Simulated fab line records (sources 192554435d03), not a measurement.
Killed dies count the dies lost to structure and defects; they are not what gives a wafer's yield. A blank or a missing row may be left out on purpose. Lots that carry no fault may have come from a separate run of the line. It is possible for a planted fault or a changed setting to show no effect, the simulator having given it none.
Comparing a struck lot with a sound one / flow n5 finfet / 15 steps out of a route of 1938
Sound: these wafers, L467.3, L467.4, L467.6. Struck: wafers L472.2, L472.5 (left out: L472.4, a lot-mate that was not struck); the cause follows at the end.
Per side, at each step with rows, come the tool, then ch with its chambers, and then its first start. Under that, the readings that differ: sound wafers / struck wafers / difference of the means / sigmas: that difference in standard deviations of wafers without a fault.
alike: words and numbers the same on both sides, and readings whose means are apart by under 2 such deviations; not compared: readings that were withheld, readings missing a value for some wafer, numbers with overlapping values and no deviation given by the record, and bounds like >300 which may hide the same value.
Wherever a step has rows on one side only, a row that says differs or no value, or a row with sigmas, the two part there. Numbers that have no deviation but don't overlap get no sigmas and don't part them. A reading missing from all wafers of one side parts the sides only when that side holds two or more wafers.

first, 1 step without rows for these wafers: N5_GATE_CUT_ETCH_28 (etches underlayer in N2/H2, target depth 13 nm, time 10.4 s).
N5_GATE_CUT_ETCH_36: etches SiARC in CF4, target depth 13 nm, time 21.7 s.
  sound on rie diel-04 ch 0,1,3, day 4 23:51; struck on rie diel-04 ch 3, day 6 05:17
  alike: drypump motor current A, etch rf on time s, oes product au, rf vpp V, showerhead plenum p Torr, throttle valve pct
  not compared: rf hours counter h
then, 4 steps without rows for these wafers: N5_GATE_CUT_ETCH_37 (etches SOC in N2/H2, target depth 60 nm, overetch 12 nm, time 90 s); N5_GATE_CUT_STRIP_38 (strips in N2/H2); N5_GATE_CUT_STRIP_39 (strips in N2/H2); N5_GATE_CUT_HM_OPEN_40 (chemistry C4F6/O2, target SiO2, target depth 139 nm, time 85.1 s).
N5_GATE_CUT_STRIP_41: strips in CF4.
  sound on rie diel-04 ch 0,1,3, day 5 00:01; struck on rie diel-04 ch 3, day 6 05:27
  alike: bias power w, drypump motor current A, oes product au, rf vpp V, showerhead plenum p Torr, throttle valve pct
  not compared: rf hours counter h
N5_GATE_CUT_STRIP_42: strips in O2.
  sound on rie diel-04 ch 0,1,3, day 5 00:02; struck on rie diel-04 ch 3, day 6 05:28
  alike: drypump motor current A, oes product au, rf vpp V, showerhead plenum p Torr, throttle valve pct
  not compared: rf hours counter h
then, 1 step without rows for these wafers: N5_GATE_CUT_ETCH_19 (etches SiNx in CH3F/O2, target depth 53.7 nm, time 76.7 s).
N5_GATE_CUT_CUT_ETCH_53: etches W in SF6/Cl2, target depth 79.2 nm.
  sound on rie metal-03 ch 0,1, day 5 00:13; struck on rie metal-03 ch 1, day 6 05:37
  alike: drypump motor current A, etch rf on time s, oes product au, throttle valve pct
  not compared: rf hours counter h
N5_GATE_CUT_CUT_ETCH_54: etches TiN in Cl2/BCl3, target depth 96.7 nm.
  sound on rie metal-03 ch 0,1, day 5 00:16; struck on rie metal-03 ch 1, day 6 05:41
  alike: drypump motor current A, etch rf on time s, oes product au, throttle valve pct
  not compared: rf hours counter h
then, 1 step without rows for these wafers: N5_GATE_CUT_CUT_ETCH_55 (etches HfO2 in BCl3, target depth 3.2 nm).
N5_GATE_CUT_ETCH_47: etches SiO2 in Cl2/BCl3, target depth 10 nm.
  sound on rie metal-03 ch 0,1, day 5 00:21; struck on rie metal-03 ch 1, day 6 05:46
reading=model.etch.depth nm (nm); sound=10.06 9.822 10.06; struck=8.344 8.387; difference=-1.615; sigmas=
  alike: drypump motor current A, oes product au, throttle valve pct
  not compared: rf hours counter h
then, 1 step without rows for these wafers: N5_GATE_CUT_VAPOR_ETCH_48 (etches TiN in BCl3/Cl2).
N5_PASSIVATION_PROBE_49:
  sound wafers here have rows in the record (prober-01, day 12 13:35); struck ones have none

WHERE THEY PART
N5_PASSIVATION_PROBE_49 only, going by this record.

WHY: whatever the simulator had introduced
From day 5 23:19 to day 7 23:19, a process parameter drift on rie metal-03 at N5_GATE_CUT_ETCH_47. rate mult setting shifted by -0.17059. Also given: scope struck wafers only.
